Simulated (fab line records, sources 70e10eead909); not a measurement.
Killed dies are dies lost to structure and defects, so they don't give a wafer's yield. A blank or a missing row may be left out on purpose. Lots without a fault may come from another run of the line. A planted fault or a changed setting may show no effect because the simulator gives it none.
Chamber matching | flow nand_harc | NHARC_A_STAIRCASE_DEP_301 on pecvd-04: 3 sister chambers
The step deposits SiON, target thk 30 nm. 3 wafers are shown with their chamber, then 7 later ones without.

WAFERS WITH THEIR CHAMBER
wafer  | chamber | showerhead_vpp_V (V)
L087.2 | 0       | 1202
L090.1 | 1       | 1125
L090.3 | 2       | 1089

WAFERS WITHOUT THEIR CHAMBER
wafer  | showerhead_vpp_V (V)
L090.6 | 1068
L092.2 | 1098
L092.3 | 1112
L092.4 | 1085
L094.1 | 1209
L094.3 | 1097
L094.6 | 1094

WHICH CHAMBER EACH WENT THROUGH
wafer  | from the rows above     | in truth
L090.6 | 2                       | 2
L092.2 | can't be placed: 2 or 1 | 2
L092.3 | can't be placed: 1 or 2 | 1
L092.4 | 2                       | 2
L094.1 | 0                       | 0
L094.3 | can't be placed: 2 or 1 | 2
L094.6 | 2                       | 2
Placed correctly: 4 of 7. Can't be placed from these rows: 3 (the true chamber is among the candidates in 3). Placed wrongly: 0.
How it was worked out, from the rows above alone: a wafer's distance from a chamber is the root of the sum, over the readings, of the square of ((its reading less the chamber's mean) divided by the reading's scatter). The wafer belongs to the nearest chamber; if the next one is less than 2 further off, it can't be placed. A chamber's mean is the mean of its shown wafers. The scatter: with one shown wafer a chamber, the root of the mean of the squares of how far each hidden wafer lies from its nearest shown one.
